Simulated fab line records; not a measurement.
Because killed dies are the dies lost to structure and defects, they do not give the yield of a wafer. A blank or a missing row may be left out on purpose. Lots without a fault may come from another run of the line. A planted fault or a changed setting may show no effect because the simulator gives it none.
Matching of chambers :: flow n5-finfet :: N5_BEOL_M2_STRIP_66 on rie-diel-02 has 4 sister chambers
The step strips in CF4. 22 wafers are shown with their chamber, then 11 later ones without.

== WAFERS PAIRED WITH THEIR CHAMBERS ==
wafer: L075.1
chamber: 1
showerhead-plenum-p-Torr (Torr): 1.90
drypump-motor-current-A (A): 6.5
throttle-valve-pct (%): 13.32

wafer: L075.3
chamber: 0
showerhead-plenum-p-Torr (Torr): 1.79
drypump-motor-current-A (A): 6.3
throttle-valve-pct (%): 13.40

wafer: L075.6
chamber: 1
showerhead-plenum-p-Torr (Torr): 1.90
drypump-motor-current-A (A): 6.6
throttle-valve-pct (%): 13.30

wafer: L080.1
chamber: 2
showerhead-plenum-p-Torr (Torr): 1.85
drypump-motor-current-A (A): 5.9
throttle-valve-pct (%): 13.57

wafer: L080.3
chamber: 0
showerhead-plenum-p-Torr (Torr): 1.78
drypump-motor-current-A (A): 6.4
throttle-valve-pct (%): 13.44

wafer: L080.5
chamber: 2
showerhead-plenum-p-Torr (Torr): 1.85
drypump-motor-current-A (A): 5.9
throttle-valve-pct (%): 13.57

wafer: L082.1
chamber: 2
showerhead-plenum-p-Torr (Torr): 1.85
drypump-motor-current-A (A): 5.9
throttle-valve-pct (%): 13.60

wafer: L082.5
chamber: 0
showerhead-plenum-p-Torr (Torr): 1.78
drypump-motor-current-A (A): 6.3
throttle-valve-pct (%): 13.44

wafer: L082.6
chamber: 3
showerhead-plenum-p-Torr (Torr): 1.76
drypump-motor-current-A (A): 5.8
throttle-valve-pct (%): 13.74

wafer: L083.4
chamber: 3
showerhead-plenum-p-Torr (Torr): 1.76
drypump-motor-current-A (A): 5.8
throttle-valve-pct (%): 13.73

wafer: L083.5
chamber: 3
showerhead-plenum-p-Torr (Torr): 1.76
drypump-motor-current-A (A): 5.8
throttle-valve-pct (%): 13.73

wafer: L083.6
chamber: 0
showerhead-plenum-p-Torr (Torr): 1.78
drypump-motor-current-A (A): 6.3
throttle-valve-pct (%): 13.45

wafer: L084.2
chamber: 0
showerhead-plenum-p-Torr (Torr): 1.78
drypump-motor-current-A (A): 6.3
throttle-valve-pct (%): 13.45

wafer: L084.4
chamber: 2
showerhead-plenum-p-Torr (Torr): 1.85
drypump-motor-current-A (A): 5.9
throttle-valve-pct (%): 13.60

wafer: L084.5
chamber: 3
showerhead-plenum-p-Torr (Torr): 1.76
drypump-motor-current-A (A): 5.8
throttle-valve-pct (%): 13.75

wafer: L085.2
chamber: 0
showerhead-plenum-p-Torr (Torr): 1.78
drypump-motor-current-A (A): 6.3
throttle-valve-pct (%): 13.46

wafer: L085.4
chamber: 2
showerhead-plenum-p-Torr (Torr): 1.85
drypump-motor-current-A (A): 5.9
throttle-valve-pct (%): 13.59

wafer: L085.6
chamber: 3
showerhead-plenum-p-Torr (Torr): 1.76
drypump-motor-current-A (A): 5.8
throttle-valve-pct (%): 13.76

wafer: L090.3
chamber: 1
showerhead-plenum-p-Torr (Torr): 1.89
drypump-motor-current-A (A): 6.6
throttle-valve-pct (%): 13.38

wafer: L090.4
chamber: 0
showerhead-plenum-p-Torr (Torr): 1.78
drypump-motor-current-A (A): 6.3
throttle-valve-pct (%): 13.46

wafer: L090.5
chamber: 2
showerhead-plenum-p-Torr (Torr): 1.85
drypump-motor-current-A (A): 5.9
throttle-valve-pct (%): 13.61

wafer: L089.2
chamber: 0
showerhead-plenum-p-Torr (Torr): 1.78
drypump-motor-current-A (A): 6.3
throttle-valve-pct (%): 13.48

SIGNATURES (means of the wafers above)
reading: showerhead-plenum-p-Torr
chamber 0: 1.7812
chamber 1: 1.8967
chamber 2: 1.8500
chamber 3: 1.7600
scatter within a chamber: 0.00293

reading: drypump-motor-current-A
chamber 0: 6.312
chamber 1: 6.567
chamber 2: 5.900
chamber 3: 5.800
scatter within a chamber: 0.0293

reading: throttle-valve-pct
chamber 0: 13.4475
chamber 1: 13.3333
chamber 2: 13.5900
chamber 3: 13.7420
scatter within a chamber: 0.0227
Rule: for a wafer and a chamber, the distance is found by dividing, reading by reading, the gap between the wafer's reading and the chamber's mean by the reading's scatter, squaring, summing and taking the root. The wafer belongs to the nearest chamber; if the next one is less than 2 further off, it can't be placed. The scatter: take each reading less its chamber's mean, square it, sum over the shown wafers, divide by the number of wafers less the number of chambers, and take the root.

== WAFERS WITH NO CHAMBER GIVEN ==
wafer: L089.3
showerhead-plenum-p-Torr (Torr): 1.89
drypump-motor-current-A (A): 6.5
throttle-valve-pct (%): 13.40

wafer: L089.5
showerhead-plenum-p-Torr (Torr): 1.78
drypump-motor-current-A (A): 6.3
throttle-valve-pct (%): 13.48

wafer: L094.1
showerhead-plenum-p-Torr (Torr): 1.84
drypump-motor-current-A (A): 5.9
throttle-valve-pct (%): 13.64

wafer: L094.3
showerhead-plenum-p-Torr (Torr): 1.76
drypump-motor-current-A (A): 5.8
throttle-valve-pct (%): 13.22

wafer: L094.4
showerhead-plenum-p-Torr (Torr): 1.77
drypump-motor-current-A (A): 6.4
throttle-valve-pct (%): 13.49

wafer: L095.2
showerhead-plenum-p-Torr (Torr): 1.84
drypump-motor-current-A (A): 5.9
throttle-valve-pct (%): 13.66

wafer: L095.3
showerhead-plenum-p-Torr (Torr): 1.77
drypump-motor-current-A (A): 6.3
throttle-valve-pct (%): 13.50

wafer: L095.4
showerhead-plenum-p-Torr (Torr): 1.88
drypump-motor-current-A (A): 6.6
throttle-valve-pct (%): 13.42

wafer: L097.2
showerhead-plenum-p-Torr (Torr): 1.88
drypump-motor-current-A (A): 6.6
throttle-valve-pct (%): 13.42

wafer: L097.3
showerhead-plenum-p-Torr (Torr): 1.84
drypump-motor-current-A (A): 5.9
throttle-valve-pct (%): 13.66

wafer: L097.4
showerhead-plenum-p-Torr (Torr): 1.76
drypump-motor-current-A (A): 5.7
throttle-valve-pct (%): 13.20

== EACH ONE'S CHAMBER ==
wafer: L089.3
from the rows above: 1
in truth: 1

wafer: L089.5
from the rows above: 0
in truth: 0

wafer: L094.1
from the rows above: 2
in truth: 2

wafer: L094.3
from the rows above: can't be placed: 0 or 3
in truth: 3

wafer: L094.4
from the rows above: 0
in truth: 0

wafer: L095.2
from the rows above: 2
in truth: 2

wafer: L095.3
from the rows above: 0
in truth: 0

wafer: L095.4
from the rows above: 1
in truth: 1

wafer: L097.2
from the rows above: 1
in truth: 1

wafer: L097.3
from the rows above: 2
in truth: 2

wafer: L097.4
from the rows above: can't be placed: 3 or 0
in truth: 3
Correct placement for 9 of the 11. Can't be placed from these rows: 2 (the true chamber is among the candidates in 2). Placed wrongly: 0.
